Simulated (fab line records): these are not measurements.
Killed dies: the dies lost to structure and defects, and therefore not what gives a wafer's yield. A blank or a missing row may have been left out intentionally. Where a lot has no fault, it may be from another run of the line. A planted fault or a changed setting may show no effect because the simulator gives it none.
Comparing a struck lot with a sound one || flow n5 finfet || 37 steps out of a route of 1938
Sound: wafers L262.2, L262.3, L262.4. The struck wafers were L271.1, L271.3, L271.5. The cause is named last.
For every step that has rows: the tool of each side, followed by ch and its chambers, followed by its first start. Under that, the readings that differ: sound wafers || struck wafers || difference of the means || sigmas: that difference in standard deviations of wafers without a fault.
alike: same words and numbers on both sides, and readings whose means sit less than 2 such deviations apart. not compared: any withheld reading, any reading some wafer has no value for, any bound like >300 that may hide the same value, and any number with overlapping values for which the record gives no deviation.
A row with sigmas, a row that says differs or no value, or rows on one side alone: a step with any of these is where the two part. Non-overlapping numbers with no deviation appear without sigmas and do not part them. A reading missing from all wafers of one side parts the sides only when that side holds two or more wafers.

first, 9 steps without rows for these wafers: N5_BEOL_M4_ANNEAL_95 (time 240 s); N5_BEOL_M4_SPUTTER_96 (material Cu, target thk 4.5 nm, time 8.29 s); N5_BEOL_M4_ECD_50 (material Cu, target thk 300 nm); N5_BEOL_M4_ANNEAL_51 (time 90 s); N5_BEOL_M4_CMP_52 (polishes, stops on SiOC, t overpolish 6.8 s, target thk 40 nm); N5_BEOL_M4_PRE_CLEAN_60 (time 15 s); N5_BEOL_M4_CO_CAP_55 (material Co, precursor CCTBA/H2, target thk 2 nm, time 102.1 s); N5_BEOL_M4_PRE_CLEAN_56 (time 15 s); N5_BEOL_M4_DEP_57 (deposits SiCN from 3MS/NH3, target thk 8 nm, time 14 s).
N5_BEOL_M4_RC_MEAS_101:
  sound on prober-01 ch 0, day 10 08:20; struck on prober-02 ch 0, day 12 11:20
  alike: DIBL_N, DIBL_P, IOFF_N, IOFF_P, ION_N, ION_P, SS_N, SS_P, VT_N, VT_P
then, 24 steps without rows for these wafers: N5_BEOL_M5_ILD_DEP_00 (deposits SiCOH lowk from DEMS/porogen, target thk 140.64 nm, time 25.9 s); N5_BEOL_M5_CURE_79 (cures SiCOH lowk, time 240 s); N5_BEOL_M5_PECVD_70 (deposits SiO2 from TEOS/O2, target thk 16 nm, time 18 s); N5_BEOL_M5_HM_DEP_02 (deposits TiN, target thk 20 nm); N5_BEOL_M5_COAT_59 (time 60 s, resist thk 60 nm); N5_BEOL_M5_COAT_60 (time 60 s, resist thk 12 nm); N5_BEOL_M5_COAT_71 (time 60 s, resist thk 5 nm); N5_BEOL_M5_COAT_05 (resist thk 30 nm); N5_BEOL_M5_EBR_07; N5_BEOL_M5_SOFTBAKE_06 (time 60 s); N5_BEOL_M5_EXPOSE_08 (exposes mask M5, target cd 28 nm); N5_BEOL_M5_PEB_09 (peb time 60 s); N5_BEOL_M5_DEVELOP_10 (develop time 30 s); N5_BEOL_M5_DESCUM_16 (chemistry O2, time 7 s); N5_BEOL_M5_ETCH_72 (etches underlayer in N2/H2, target depth 6.5 nm, time 5.2 s); N5_BEOL_M5_ETCH_61 (etches SiARC in CF4, target depth 15.6 nm, time 26 s); N5_BEOL_M5_ETCH_62 (etches SOC in N2/H2, target depth 75 nm, overetch 15 nm, time 112.5 s); N5_BEOL_M5_STRIP_63 (strips in N2/H2); N5_BEOL_M5_STRIP_73 (strips in N2/H2); N5_BEOL_M5_STRIP_64 (strips in CF4); N5_BEOL_M5_HM_OPEN_17 (chemistry Cl2/BCl3, target TiN, target depth 20 nm, overetch 6 nm); N5_BEOL_M5_STRIP_19 (strips in O2); N5_BEOL_M5_COAT_65 (time 60 s, resist thk 60 nm); N5_BEOL_M5_COAT_66 (time 60 s, resist thk 12 nm).
-- a jump in the record: the struck wafers' starts before and after are 2 days apart (it breaks off in module BEOL_M5 and resumes in module BEOL_M10, where the first step shown is number 1527 of the route) --
N5_BEOL_M10_SPUTTER_48: material Cu, target thk 12 nm, time 2 s.
  sound: pvd sputter-02 at day 12 15:50; struck: pvd sputter-01 at day 14 20:35
  no value came back on the struck wafers for bias v (V), cathode dc power W (W), throttle valve pct (%); on the sound wafers bias v (V) reads 60.4 59.7 60.4
N5_BEOL_M10_CMP_52: polishes, stops on SiCOH lowk, t overpolish 7 s, target thk 140 nm.
  sound on cmp-03 ch 0,1,2, day 12 16:47; struck on cmp-01 ch 0,1,3, day 14 21:29
{"reading": "time to endpoint s (s)", "sound": "69 70 69", "struck": "0 0 0", "difference": -69, "sigmas": -19}
  alike: motor current A, slurry flow ml min
-- record jumps: 2 days separate the struck wafers' starts on either side; left off in module BEOL_M10, taken up again in module PASSIVATION, whose first shown step is the route's number 1936 --
N5_PASSIVATION_PROBE_49:
  rows exist in the record for the struck wafers here (prober-02, day 17 01:07), but not for the sound ones

== WHERE THEY PART ==
First at N5_BEOL_M10_SPUTTER_48; last, within this record, at N5_PASSIVATION_PROBE_49.

WHY: what the simulator had put in
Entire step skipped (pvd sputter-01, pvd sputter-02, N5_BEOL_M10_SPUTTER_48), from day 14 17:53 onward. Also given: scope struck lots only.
